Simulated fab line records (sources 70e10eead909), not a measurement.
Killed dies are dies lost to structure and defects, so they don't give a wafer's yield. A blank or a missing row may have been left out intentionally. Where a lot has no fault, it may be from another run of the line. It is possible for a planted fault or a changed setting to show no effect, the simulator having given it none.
A single fault, viewed from 2 desks :: flow nand_harc :: each desk has only its own numbers; what lay behind them comes last

## THE DEFECT DESK
Lot by lot, what the route's inspections counted, given as the mean of those sampled wafers with a number. Any lot whose mean is over 4 standard deviations away from the usual mean is out of limits and marked OUT; that distance is given in the brackets.
Columns: A = raw_defect_count at NHARC_A_CHANNEL_HOLE_D2_INSPECT_40, usual 275
lot: L673
first seen here: day 13 13:32
A: 283

lot: L674
first seen here: day 14 04:08
A: 251

lot: L675
first seen here: day 14 16:16
A: 260

lot: L678
first seen here: day 16 04:55
A: 285

lot: L679
first seen here: day 17 09:00
A: 152

lot: L680
first seen here: day 17 17:20
A: 273

lot: L681
first seen here: day 17 21:22
A: 226

lot: L682
first seen here: day 17 21:52
A: 241

lot: L683
first seen here: day 18 17:35
A: 221

lot: L685
first seen here: day 19 06:10
A: 334

lot: L687
first seen here: day 19 16:14
A: 328

lot: L695
first seen here: day 23 07:38
A: 282
This desk found nothing out of limits on any of the 12 lots.

## FOR THE TOOL OWNER'S DESK: ald_hk-03
The tool's own readings at NHARC_A_CHANNEL_FILL_D2_ALD_14 (deposits SiO2, target thk 2.5 nm, pulse time 10 s, ald cycles 25): means of the sampled wafers that have a number, for each lot that ran on this tool. Any lot whose mean is over 4 standard deviations away from the usual mean is out of limits and marked OUT; that distance is given in the brackets.
Columns: A = heater_power_w at NHARC_A_CHANNEL_FILL_D2_ALD_14, usual 487 W; B = precursor_pulse_height_rel at NHARC_A_CHANNEL_FILL_D2_ALD_14, usual 1.002
lot: L674
first seen here: day 14 11:49
A: 448
B: 1.000

lot: L678
first seen here: day 16 12:07
A: 451
B: 0.994

lot: L679
first seen here: day 17 16:53
A: 480
B: 1.015

lot: L683
first seen here: day 19 03:19
A: 481
B: 1.008

lot: L685
first seen here: day 19 16:24
A: 468
B: 1.012

lot: L687
first seen here: day 19 23:01
A: 476
B: 0.979
This desk found nothing out of limits on any of the 6 lots.

## PUT TOGETHER
Nothing out of limits was seen by the defect desk.
The desk of the tool owner found nothing out of limits.

## WHAT THE SIMULATOR HAD PUT IN
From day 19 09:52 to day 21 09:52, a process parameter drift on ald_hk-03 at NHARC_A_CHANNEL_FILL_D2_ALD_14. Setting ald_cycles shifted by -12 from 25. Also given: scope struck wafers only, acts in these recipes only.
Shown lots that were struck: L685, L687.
